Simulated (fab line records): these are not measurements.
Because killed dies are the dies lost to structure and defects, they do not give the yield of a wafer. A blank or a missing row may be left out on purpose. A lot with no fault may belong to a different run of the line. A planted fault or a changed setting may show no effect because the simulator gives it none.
The tool behind it: which one? || flow nand harc || 12 lots with 36 wafers sampled at 6 steps, on a route of 1302 steps

WHAT EACH GAUGE READ, for each wafer
NHARC_P_M1_CD_MEAS_09: target cd 130 nm.
{"lot": "L577", "measured": "day 6 12:02", "on": "cd sem-03", "cd nm (nm)": "129.8 130.0 130.8"}
{"lot": "L579", "measured": "day 7 11:56", "on": "cd sem-02", "cd nm (nm)": "129.7 130.6 129.6"}
{"lot": "L580", "measured": "day 7 18:23", "on": "cd sem-01", "cd nm (nm)": "129.3 130.6 129.7"}
{"lot": "L581", "measured": "day 8 10:12", "on": "cd sem-01", "cd nm (nm)": "129.8 128.9 129.3"}
{"lot": "L582", "measured": "day 9 05:05", "on": "cd sem-03", "cd nm (nm)": "129.9 129.3 129.6"}
{"lot": "L586", "measured": "day 10 06:00", "on": "cd sem-02", "cd nm (nm)": "130.9 129.2 129.8"}
{"lot": "L590", "measured": "day 11 22:16", "on": "cd sem-03", "cd nm (nm)": "127.1 127.4 127.0"}
{"lot": "L595", "measured": "day 14 01:20", "on": "cd sem-01", "cd nm (nm)": "127.3 127.4 128.1"}
{"lot": "L596", "measured": "day 14 13:28", "on": "cd sem-02", "cd nm (nm)": "129.5 129.2 129.2"}
{"lot": "L597", "measured": "day 14 17:12", "on": "cd sem-02", "cd nm (nm)": "129.3 129.9 130.2"}
{"lot": "L598", "measured": "day 15 03:41", "on": "cd sem-03", "cd nm (nm)": "129.8 130.6 129.6"}
{"lot": "L599", "measured": "day 15 16:22", "on": "cd sem-02", "cd nm (nm)": "129.9 130.0 129.8"}

NHARC_END_SORT_01.
{"lot": "L577", "measured": "day 25 01:00", "on": "prober-01", "defect limited yield (%)": "87.7 88.2 90.0", "killed at array": "82 76 62", "killed at other": "0 1 2", "killed at periphery": "1 3 4", "killed dies": "83 80 68", "killed open": "5 3 6", "killed short": "2 2 3"}
{"lot": "L579", "measured": "day 26 06:37", "on": "prober-02", "defect limited yield (%)": "94.1 92.9 93.6", "killed at array": "36 44 38", "killed at other": "0 0 0", "killed at periphery": "4 4 5", "killed dies": "40 48 43", "killed open": "4 0 4", "killed short": "4 3 1"}
{"lot": "L580", "measured": "day 25 12:58", "on": "prober-02", "defect limited yield (%)": "90.4 89.8 89.8", "killed at array": "57 64 64", "killed at other": "1 0 0", "killed at periphery": "7 5 5", "killed dies": "65 69 69", "killed open": "3 3 3", "killed short": "5 5 1"}
{"lot": "L581", "measured": "day 27 04:26", "on": "prober-01", "defect limited yield (%)": "92.6 91.4 91.6", "killed at array": "45 50 50", "killed at other": "0 4 1", "killed at periphery": "5 4 6", "killed dies": "50 58 57", "killed open": "4 3 2", "killed short": "3 6 1"}
{"lot": "L582", "measured": "day 27 11:46", "on": "prober-01", "defect limited yield (%)": "92.0 91.4 90.1", "killed at array": "50 56 64", "killed at other": "1 0 0", "killed at periphery": "3 2 3", "killed dies": "54 58 67", "killed open": "3 0 2", "killed short": "1 1 1"}
{"lot": "L586", "measured": "day 29 07:54", "on": "prober-01", "defect limited yield (%)": "92.5 91.3 92.9", "killed at array": "51 57 48", "killed at other": "0 0 0", "killed at periphery": "0 2 0", "killed dies": "51 59 48", "killed open": "0 2 1", "killed short": "2 2 3"}
{"lot": "L590", "measured": "day 30 10:46", "on": "prober-01", "defect limited yield (%)": "90.4 90.3 89.7", "killed at array": "64 63 68", "killed at other": "1 2 0", "killed at periphery": "0 1 2", "killed dies": "65 66 70", "killed open": "0 4 2", "killed short": "2 1 4"}
{"lot": "L595", "measured": "day 33 04:55", "on": "prober-01", "defect limited yield (%)": "89.7 91.4 90.3", "killed at array": "68 57 62", "killed at other": "0 0 2", "killed at periphery": "2 1 2", "killed dies": "70 58 66", "killed open": "1 3 0", "killed short": "2 0 4"}
{"lot": "L596", "measured": "day 33 02:34", "on": "prober-02", "defect limited yield (%)": "91.1 91.6 90.5", "killed at array": "59 55 61", "killed at other": "0 1 1", "killed at periphery": "1 1 2", "killed dies": "60 57 64", "killed open": "3 2 3", "killed short": "2 0 2"}
{"lot": "L597", "measured": "day 33 11:52", "on": "prober-01", "defect limited yield (%)": "85.5 85.4 86.7", "killed at array": "93 90 86", "killed at other": "2 4 2", "killed at periphery": "3 5 2", "killed dies": "98 99 90", "killed open": "3 4 2", "killed short": "1 0 0"}
{"lot": "L598", "measured": "day 33 16:25", "on": "prober-02", "defect limited yield (%)": "90.5 88.6 87.3", "killed at array": "60 75 84", "killed at other": "2 1 1", "killed at periphery": "2 1 1", "killed dies": "64 77 86", "killed open": "4 1 2", "killed short": "2 1 2"}
{"lot": "L599", "measured": "day 33 19:38", "on": "prober-01", "defect limited yield (%)": "92.8 94.5 92.3", "killed at array": "43 33 46", "killed at other": "4 2 3", "killed at periphery": "2 2 3", "killed dies": "49 37 52", "killed open": "2 2 5", "killed short": "0 1 4"}

EACH LOT AND THE TOOL THAT RAN IT (in order: tool; ch and the chambers of the sampled wafers; start)
{"lot": "L577", "NHARC_P_M0_STRIP_18": "rie diel-10 ch 0,2, day 6 08:05", "NHARC_P_M0_DEGAS_28": "pvd sputter-02, day 6 08:37", "NHARC_P_M0_PVD_20": "pvd sputter-02, day 6 11:53 or earlier", "NHARC_P_M1_EXPOSE_06": "arfi scanner-01 ch 0, day 6 11:53"}
{"lot": "L579", "NHARC_P_M0_STRIP_18": "rie diel-11 ch 0,2,3, day 7 08:20", "NHARC_P_M0_DEGAS_28": "pvd sputter-03, day 7 08:51", "NHARC_P_M0_PVD_20": "pvd sputter-03, day 7 11:47 or earlier", "NHARC_P_M1_EXPOSE_06": "arfi scanner-01 ch 0, day 7 11:47"}
{"lot": "L580", "NHARC_P_M0_STRIP_18": "rie diel-03 ch 0,2, day 7 15:02", "NHARC_P_M0_DEGAS_28": "pvd sputter-02, day 7 15:35", "NHARC_P_M0_PVD_20": "pvd sputter-02, day 7 18:15 or earlier", "NHARC_P_M1_EXPOSE_06": "arfi scanner-01 ch 0, day 7 18:15"}
{"lot": "L581", "NHARC_P_M0_STRIP_18": "rie diel-11 ch 2,3, day 8 06:51", "NHARC_P_M0_DEGAS_28": "pvd sputter-03, day 8 07:23", "NHARC_P_M0_PVD_20": "pvd sputter-03, day 8 10:04 or earlier", "NHARC_P_M1_EXPOSE_06": "arfi scanner-01 ch 0, day 8 10:04"}
{"lot": "L582", "NHARC_P_M0_STRIP_18": "rie diel-11 ch 0,2,3, day 9 01:44", "NHARC_P_M0_DEGAS_28": "pvd sputter-03, day 9 02:17", "NHARC_P_M0_PVD_20": "pvd sputter-03, day 9 04:56 or earlier", "NHARC_P_M1_EXPOSE_06": "arfi scanner-01 ch 0, day 9 04:56"}
{"lot": "L586", "NHARC_P_M0_STRIP_18": "rie diel-03 ch 0,1,2, day 10 02:32", "NHARC_P_M0_DEGAS_28": "pvd sputter-02, day 10 03:04", "NHARC_P_M0_PVD_20": "pvd sputter-02, day 10 05:52 or earlier", "NHARC_P_M1_EXPOSE_06": "arfi scanner-03 ch 0, day 10 05:52"}
{"lot": "L590", "NHARC_P_M0_STRIP_18": "rie diel-10 ch 1,2, day 11 18:48", "NHARC_P_M0_DEGAS_28": "pvd sputter-01, day 11 19:20", "NHARC_P_M0_PVD_20": "pvd sputter-01, day 11 22:08 or earlier", "NHARC_P_M1_EXPOSE_06": "arfi scanner-01 ch 0, day 11 22:08"}
{"lot": "L595", "NHARC_P_M0_STRIP_18": "rie diel-10 ch 1,2,3, day 13 21:55", "NHARC_P_M0_DEGAS_28": "pvd sputter-01, day 13 22:25", "NHARC_P_M0_PVD_20": "pvd sputter-01, day 14 01:13 or earlier", "NHARC_P_M1_EXPOSE_06": "arfi scanner-01 ch 0, day 14 01:13"}
{"lot": "L596", "NHARC_P_M0_STRIP_18": "rie diel-10 ch 0,1, day 14 09:56", "NHARC_P_M0_DEGAS_28": "pvd sputter-03, day 14 10:29", "NHARC_P_M0_PVD_20": "pvd sputter-03, day 14 13:19 or earlier", "NHARC_P_M1_EXPOSE_06": "arfi scanner-03 ch 0, day 14 13:19"}
{"lot": "L597", "NHARC_P_M0_STRIP_18": "rie diel-03 ch 2,3, day 14 13:49", "NHARC_P_M0_DEGAS_28": "pvd sputter-03, day 14 14:20", "NHARC_P_M0_PVD_20": "pvd sputter-03, day 14 17:04 or earlier", "NHARC_P_M1_EXPOSE_06": "arfi scanner-03 ch 0, day 14 17:04"}
{"lot": "L598", "NHARC_P_M0_STRIP_18": "rie diel-10 ch 0,2,3, day 15 00:13", "NHARC_P_M0_DEGAS_28": "pvd sputter-03, day 15 00:42", "NHARC_P_M0_PVD_20": "pvd sputter-03, day 15 03:32 or earlier", "NHARC_P_M1_EXPOSE_06": "arfi scanner-02 ch 0, day 15 03:32"}
{"lot": "L599", "NHARC_P_M0_STRIP_18": "rie diel-03 ch 0,2,3, day 15 13:02", "NHARC_P_M0_DEGAS_28": "pvd sputter-03, day 15 13:32", "NHARC_P_M0_PVD_20": "pvd sputter-03, day 15 16:13 or earlier", "NHARC_P_M1_EXPOSE_06": "arfi scanner-02 ch 0, day 15 16:13"}
- NHARC_P_M0_STRIP_18: strips in N2/H2.
- NHARC_P_M0_DEGAS_28: time 60 s.
- NHARC_P_M0_PVD_20: deposits TaN, target thk 5 nm, time 8.06 s.
- NHARC_P_M1_EXPOSE_06: exposes mask P M1, target cd 130 nm.

WHAT THE TOOLS THEMSELVES READ (means of the sampled wafers that have a number; where no wafer has one, the mark that the record gives instead)
NHARC_P_M0_STRIP_18.
{"lot": "L577", "tool": "rie diel-10", "chamber pressure mTorr (mTorr)": 30.010, "drypump motor current A (A)": 5.6, "oes product au (a.u.)": 0.997, "power w (W)": 1001, "rf vpp V (V)": 91.5, "showerhead plenum p Torr (Torr)": 2.12, "throttle valve pct (%)": 14.172}
{"lot": "L579", "tool": "rie diel-11", "chamber pressure mTorr (mTorr)": 29.968, "drypump motor current A (A)": 5.9, "oes product au (a.u.)": 0.988, "power w (W)": 999, "rf vpp V (V)": 90.4, "showerhead plenum p Torr (Torr)": 2.03, "throttle valve pct (%)": 14.174}
{"lot": "L580", "tool": "rie diel-03", "chamber pressure mTorr (mTorr)": 30.010, "drypump motor current A (A)": 5.6, "oes product au (a.u.)": 0.999, "power w (W)": 1004, "rf vpp V (V)": 90.9, "showerhead plenum p Torr (Torr)": 2.09, "throttle valve pct (%)": 14.165}
{"lot": "L581", "tool": "rie diel-11", "chamber pressure mTorr (mTorr)": 30.006, "drypump motor current A (A)": 5.7, "oes product au (a.u.)": 0.995, "power w (W)": 998, "rf vpp V (V)": 91.5, "showerhead plenum p Torr (Torr)": 2.07, "throttle valve pct (%)": 14.173}
{"lot": "L582", "tool": "rie diel-11", "chamber pressure mTorr (mTorr)": 30.003, "drypump motor current A (A)": 5.9, "oes product au (a.u.)": 0.989, "power w (W)": 1001, "rf vpp V (V)": 89.5, "showerhead plenum p Torr (Torr)": 2.03, "throttle valve pct (%)": 14.177}
{"lot": "L586", "tool": "rie diel-03", "chamber pressure mTorr (mTorr)": 30.004, "drypump motor current A (A)": 5.7, "oes product au (a.u.)": 1.000, "power w (W)": 998, "rf vpp V (V)": 90.5, "showerhead plenum p Torr (Torr)": 2.02, "throttle valve pct (%)": 14.173}
{"lot": "L590", "tool": "rie diel-10", "chamber pressure mTorr (mTorr)": 29.984, "drypump motor current A (A)": 6.2, "oes product au (a.u.)": 0.992, "power w (W)": 999, "rf vpp V (V)": 91.1, "showerhead plenum p Torr (Torr)": 2.15, "throttle valve pct (%)": 14.171}
{"lot": "L595", "tool": "rie diel-10", "chamber pressure mTorr (mTorr)": 30.029, "drypump motor current A (A)": 5.7, "oes product au (a.u.)": 0.999, "power w (W)": 1004, "rf vpp V (V)": 90.5, "showerhead plenum p Torr (Torr)": 2.09, "throttle valve pct (%)": 14.169}
{"lot": "L596", "tool": "rie diel-10", "chamber pressure mTorr (mTorr)": 29.998, "drypump motor current A (A)": 5.7, "oes product au (a.u.)": 1.003, "power w (W)": 1003, "rf vpp V (V)": 91.4, "showerhead plenum p Torr (Torr)": 2.06, "throttle valve pct (%)": 14.174}
{"lot": "L597", "tool": "rie diel-03", "chamber pressure mTorr (mTorr)": 30.004, "drypump motor current A (A)": 5.6, "oes product au (a.u.)": 1.002, "power w (W)": 999, "rf vpp V (V)": 92.5, "showerhead plenum p Torr (Torr)": 2.14, "throttle valve pct (%)": 14.177}
{"lot": "L598", "tool": "rie diel-10", "chamber pressure mTorr (mTorr)": 30.025, "drypump motor current A (A)": 5.4, "oes product au (a.u.)": 0.998, "power w (W)": 1000, "rf vpp V (V)": 91.4, "showerhead plenum p Torr (Torr)": 2.10, "throttle valve pct (%)": 14.164}
{"lot": "L599", "tool": "rie diel-03", "chamber pressure mTorr (mTorr)": 30.017, "drypump motor current A (A)": 5.8, "oes product au (a.u.)": 1.002, "power w (W)": 1001, "rf vpp V (V)": 91.0, "showerhead plenum p Torr (Torr)": 2.06, "throttle valve pct (%)": 14.178}

NHARC_P_M0_DEGAS_28.
{"lot": "L577", "tool": "pvd sputter-02", "heater power w (W)": 313}
{"lot": "L579", "tool": "pvd sputter-03", "heater power w (W)": 332}
{"lot": "L580", "tool": "pvd sputter-02", "heater power w (W)": 329}
{"lot": "L581", "tool": "pvd sputter-03", "heater power w (W)": 328}
{"lot": "L582", "tool": "pvd sputter-03", "heater power w (W)": 328}
{"lot": "L586", "tool": "pvd sputter-02", "heater power w (W)": 315}
{"lot": "L590", "tool": "pvd sputter-01", "heater power w (W)": 316}
{"lot": "L595", "tool": "pvd sputter-01", "heater power w (W)": 295}
{"lot": "L596", "tool": "pvd sputter-03", "heater power w (W)": 306}
{"lot": "L597", "tool": "pvd sputter-03", "heater power w (W)": 328}
{"lot": "L598", "tool": "pvd sputter-03", "heater power w (W)": 347}
{"lot": "L599", "tool": "pvd sputter-03", "heater power w (W)": 329}

NHARC_P_M0_PVD_20.
{"lot": "L577", "tool": "pvd sputter-02", "throttle valve pct (%)": 30.7}
{"lot": "L579", "tool": "pvd sputter-03", "throttle valve pct (%)": 30.0}
{"lot": "L580", "tool": "pvd sputter-02", "throttle valve pct (%)": 29.7}
{"lot": "L581", "tool": "pvd sputter-03", "throttle valve pct (%)": 30.3}
{"lot": "L582", "tool": "pvd sputter-03", "throttle valve pct (%)": 29.5}
{"lot": "L586", "tool": "pvd sputter-02", "throttle valve pct (%)": 30.0}
{"lot": "L590", "tool": "pvd sputter-01", "throttle valve pct (%)": 29.9}
{"lot": "L595", "tool": "pvd sputter-01", "throttle valve pct (%)": 29.5}
{"lot": "L596", "tool": "pvd sputter-03", "throttle valve pct (%)": 30.6}
{"lot": "L597", "tool": "pvd sputter-03", "throttle valve pct (%)": 31.0}
{"lot": "L598", "tool": "pvd sputter-03", "throttle valve pct (%)": 31.0}
{"lot": "L599", "tool": "pvd sputter-03", "throttle valve pct (%)": 30.4}

NHARC_P_M1_EXPOSE_06.
{"lot": "L577", "tool": "arfi scanner-01", "exposure dose mJ cm2": 81.94, "focus offset nm (nm)": 0.0}
{"lot": "L579", "tool": "arfi scanner-01", "exposure dose mJ cm2": 81.87, "focus offset nm (nm)": -0.2}
{"lot": "L580", "tool": "arfi scanner-01", "exposure dose mJ cm2": 81.92, "focus offset nm (nm)": 0.2}
{"lot": "L581", "tool": "arfi scanner-01", "exposure dose mJ cm2": 81.97, "focus offset nm (nm)": -0.1}
{"lot": "L582", "tool": "arfi scanner-01", "exposure dose mJ cm2": 81.90, "focus offset nm (nm)": 0.2}
{"lot": "L586", "tool": "arfi scanner-03", "exposure dose mJ cm2": 82.00, "focus offset nm (nm)": 0.5}
{"lot": "L590", "tool": "arfi scanner-01", "exposure dose mJ cm2": 78.23, "focus offset nm (nm)": 0.0}
{"lot": "L595", "tool": "arfi scanner-01", "exposure dose mJ cm2": 78.94, "focus offset nm (nm)": -1.0}
{"lot": "L596", "tool": "arfi scanner-03", "exposure dose mJ cm2": 81.98, "focus offset nm (nm)": 0.5}
{"lot": "L597", "tool": "arfi scanner-03", "exposure dose mJ cm2": 81.89, "focus offset nm (nm)": -0.5}
{"lot": "L598", "tool": "arfi scanner-02", "exposure dose mJ cm2": 81.82, "focus offset nm (nm)": 0.1}
{"lot": "L599", "tool": "arfi scanner-02", "exposure dose mJ cm2": 81.98, "focus offset nm (nm)": -0.0}

THE ANSWER, worked out from the rows above alone
Rule: usual is defined by the lots themselves. Put in order of their means at a reading, lots are off if they are a third of the lots or fewer, leave a main group of 4 or more, and stand apart from it by a gap of 3 or more times the standard deviation of the main group's means; of several such gaps the widest counts. If all means in a main group match to the digits the tables above print for the reading, that group is not used. A lot without any number at a reading at which 4 lots or more have one is off too. Any other lot the step has rows for is counted as sound. The gauges are gone through in route order, then the tools' own readings, and for those a lot's mean is taken as printed above. The first step at which some lot is off is used, and at that step the reading that is off furthest; a lot without a number counts as furthest.
Off: L590, L595 (NHARC_P_M1_CD_MEAS_09, cd nm). For the main group the mean is 129.8 nm and the standard deviation 0.28.
A tool fits if, at a process step before that reading, it ran every lot that is off, and no sound lot after the first of them. The gauges at NHARC_P_M1_CD_MEAS_09 aren't tried: what is off there is off at NHARC_P_M1_EXPOSE_06 too, on other tools, and a gauge's error can't cause that. NHARC_P_M0_PVD_20 gives no start for some lots, so the hours and the order of its lots are those of NHARC_P_M1_EXPOSE_06. 2 tools fit, pvd sputter-01 at NHARC_P_M0_DEGAS_28 and NHARC_P_M0_PVD_20 and arfi scanner-01 at NHARC_P_M1_EXPOSE_06, so this cannot tell which one it is.

WHAT THE SIMULATOR HAD PUT IN
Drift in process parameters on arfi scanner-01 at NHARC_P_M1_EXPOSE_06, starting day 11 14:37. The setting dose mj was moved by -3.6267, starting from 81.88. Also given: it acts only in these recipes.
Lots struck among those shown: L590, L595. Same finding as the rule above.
